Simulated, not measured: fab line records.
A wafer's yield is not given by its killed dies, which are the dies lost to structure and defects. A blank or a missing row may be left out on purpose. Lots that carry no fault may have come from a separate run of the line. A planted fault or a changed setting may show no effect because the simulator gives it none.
A lot that was struck, set against a sound lot | flow nand harc | 24 out of 1159 route steps
Sound: these wafers, L604.4, L604.5, L604.6. Struck: wafer L616.1. (L616.6 of the same lot was not struck and is left out.) The cause comes at the end.
Order at every step that has rows: each side's tool, ch and its chambers, its first start. Under that, the readings that differ: sound wafers | struck wafers | difference of the means | sigmas: that difference in standard deviations of wafers without a fault.
alike: words and numbers the same on both sides, and readings whose means are apart by under 2 such deviations; not compared: readings that were withheld, readings missing a value for some wafer, numbers with overlapping values and no deviation given by the record, and bounds like >300 which may hide the same value.
Wherever a step has rows on one side only, a row that says differs or no value, or a row with sigmas, the two part there. Non-overlapping numbers with no deviation appear without sigmas and do not part them. A reading missing from all wafers of one side parts the sides only when that side holds two or more wafers.

NHARC_P_ZERO_WELL_INSPECT_43:
  sound on defect inspect-01 at day 1 19:29; struck on defect inspect-01 at day 4 19:44
  alike: raw defect count
then, 11 steps without rows for these wafers: NHARC_P_STI_ETCH_26 (etches SiO2 in dHF, target depth 11 nm); NHARC_P_STI_PRECLEAN_27 (cleans in SC1); NHARC_P_STI_SRD_28; NHARC_P_STI_OXIDE_29 (material SiO2, target thk 10 nm, ox time 1362 s); NHARC_P_STI_HM_DEP_30 (deposits Si3N4, target thk 80 nm, time 873 s); NHARC_P_STI_DEHYDRATE_01 (time 120 s); NHARC_P_STI_HMDS_02 (time 30 s); NHARC_P_STI_COAT_41 (time 65 s); NHARC_P_STI_COAT_03 (resist thk 600 nm); NHARC_P_STI_SOFTBAKE_04 (time 70 s); NHARC_P_STI_EBR_05.
NHARC_P_STI_EXPOSE_06: exposes mask P STI, target cd 200 nm.
  sound on krf scanner-04 ch 0, day 2 13:12; struck on krf scanner-04 ch 0, day 5 12:11
  alike: mask, focus offset nm
then, 2 steps without rows for these wafers: NHARC_P_STI_PEB_07 (peb time 80 s); NHARC_P_STI_DEVELOP_08 (time 50 s).
NHARC_P_STI_CD_MEAS_09: the cd target is 200 nm.
  sound on cd sem-02 ch 0, day 2 13:20; struck on cd sem-01 ch 0, day 5 12:20
  reading    | sound             | struck | difference | sigmas
  cd nm (nm) | 200.5 200.4 201.9 | 196.3  | -4.6       | -2
NHARC_P_STI_OVL_MEAS_10:
  sound on overlay-02 at day 2 13:25; struck on overlay-01 at day 5 12:25
  alike: overlay x nm, overlay y nm
NHARC_P_STI_INSPECT_11:
  sound on defect inspect-02 at day 2 13:28; struck on defect inspect-02 at day 5 12:28
  alike: raw defect count
then, 1 step without rows for these wafers: NHARC_P_STI_HARDBAKE_13 (time 65 s).
NHARC_P_STI_DESCUM_14: chemistry O2, time 3 s.
  sound on rie diel-09 ch 0,1,2, day 2 13:38; struck on rie diel-13 ch 0, day 5 12:37
  reading                | sound             | struck | difference | sigmas
  model.P_STI.cd nm (nm) | 200.5 201.4 201.7 | 196.7  | -4.5       |
  alike: drypump motor current A, mfc ar sccm, oes product au, rf vpp V, showerhead plenum p Torr, throttle valve pct
  not compared: rf hours counter h
NHARC_P_STI_ETCH_42: etches the open film in N2/H2, target depth 80 nm, overetch 24 nm, time 61 s.
  sound on rie diel-09 ch 1,2,3, day 2 13:43; struck on rie diel-13 ch 0, day 5 12:41
  alike: drypump motor current A, mfc ar sccm, oes product au, rf vpp V, showerhead plenum p Torr, throttle valve pct
  not compared: rf hours counter h
NHARC_P_STI_ETCH_31: etches the open film in CF4/CHF3, target depth 108.9 nm, time 54.5 s.
  sound: rie diel-09 ch 1,2; struck: rie diel-13 ch 2
  reading                | sound                | struck | difference | sigmas
  rf vpp V (V)           | 375.0 374.1 370.2    | 367.4  | -5.7       | -2
  throttle valve pct (%) | 16.811 16.830 16.796 | 16.791 | -0.021     | -2
  alike: drypump motor current A, mfc ar sccm, oes product au, showerhead plenum p Torr
  not compared: rf hours counter h
NHARC_P_STI_ETCH_15: etches the open film in HBr/Cl2, target depth 300 nm, time 100.1 s.
  sound on rie si-05 ch 0,1,3, day 2 13:56; struck on rie si-04 ch 2, day 5 12:54
  reading                | sound             | struck | difference | sigmas
  model.P_STI.cd nm (nm) | 198.6 200.2 201.1 | 194.9  | -5.1       |
  alike: drypump motor current A, hbr flow sccm, oes product au, throttle valve pct
  not compared: rf hours counter h
NHARC_P_STI_CD_MEAS_16:
  sound on cd sem-01 at day 2 14:04; struck on cd sem-02 at day 5 13:02
  reading    | sound             | struck | difference | sigmas
  cd nm (nm) | 198.5 200.5 201.1 | 194.8  | -5.2       | -2

WHERE THEY PART
At NHARC_P_STI_CD_MEAS_09 first; at NHARC_P_STI_CD_MEAS_16 last (within this record only).

WHY: whatever the simulator had introduced
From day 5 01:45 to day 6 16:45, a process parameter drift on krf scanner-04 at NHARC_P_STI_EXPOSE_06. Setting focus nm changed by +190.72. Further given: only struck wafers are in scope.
